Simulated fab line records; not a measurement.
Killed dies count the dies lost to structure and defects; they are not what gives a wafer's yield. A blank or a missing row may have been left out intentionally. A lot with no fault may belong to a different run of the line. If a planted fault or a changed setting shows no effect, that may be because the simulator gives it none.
Struck lot and sound lot, side by side	flow nand_harc	15 steps out of a route of 1302
Sound: these wafers, L292.1, L292.3, L292.4. The struck wafers were L304.1, L304.2, L304.6. The cause is given at the end.
For every step that has rows: the tool of each side, followed by ch and its chambers, followed by its first start. Under that, the readings that differ: sound wafers	struck wafers	difference of the means	sigmas: that difference in standard deviations of wafers without a fault.
alike: a reading whose means differ by less than 2 such deviations, as well as words and numbers matching on both sides. not compared: withheld readings; readings where some wafer has no value; bounds like >300 that might hide an equal value; numbers whose values overlap and for which the record gives no deviation.
A row with sigmas, a row that says differs or no value, or rows on one side alone: a step with any of these is where the two part. When numbers do not overlap yet have no deviation, they are printed without sigmas and do not part them. A reading that every wafer of one side lacks parts them only if that side has two wafers or more.

NHARC_A_M0_INSPECT_27:
  sound on defect_inspect-02 at day 24 15:13; struck on defect_inspect-02 at day 29 16:17
  alike: raw_defect_count
NHARC_A_M0_PRE_CLEAN_31: time 12 s.
  sound on pecvd-01 ch 0,2, day 24 15:17; struck on pecvd-01 ch 0,1,2, day 29 16:22
  alike: heater_power_w
NHARC_A_M0_DEP_32: deposits SiCN, target thk 30 nm.
  sound on pecvd-01 ch 0,2, day 24 15:22; struck on pecvd-01 ch 0,1,2, day 29 16:29
  alike: heater_power_w
then, 9 steps without rows for these wafers: NHARC_A_M1_DEP_00 (deposits SiOC, target thk 182.5 nm); NHARC_A_M1_DEHYDRATE_01 (time 120 s); NHARC_A_M1_HMDS_02 (time 30 s); NHARC_A_M1_COAT_34 (time 65 s); NHARC_A_M1_COAT_03 (resist thk 90 nm); NHARC_A_M1_SOFTBAKE_04 (time 55 s); NHARC_A_M1_EBR_05; NHARC_A_M1_EXPOSE_06 (exposes mask A M1, target cd 120 nm); NHARC_A_M1_PEB_07 (peb time 65 s).
NHARC_A_M1_DEVELOP_08: develop time 35 s.
  sound on litho_track-01 ch 0, day 24 16:00; struck on litho_track-06 ch 0, day 29 17:00
reading	sound	struck	difference	sigmas
developer_temp_C (C)	22.79 22.66 22.88	22.06 22.03 22.17	-0.69	-7
NHARC_A_M1_CD_MEAS_09 targets a cd of 120 nm.
  sound on cd_sem-03 ch 0, day 24 16:37; struck on cd_sem-03 ch 0, day 29 17:40
  alike: cd_nm
NHARC_END_SORT_01:
  the record has rows for the sound wafers here (prober-02 ch 0, day 26 01:37) and none for the struck ones

WHERE THEY PART
First at NHARC_A_M1_DEVELOP_08; last, within this record, at NHARC_END_SORT_01.

WHY: what the simulator had put in
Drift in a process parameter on litho_track-06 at NHARC_A_M1_DEVELOP_08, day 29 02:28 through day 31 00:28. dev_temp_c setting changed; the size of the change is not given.
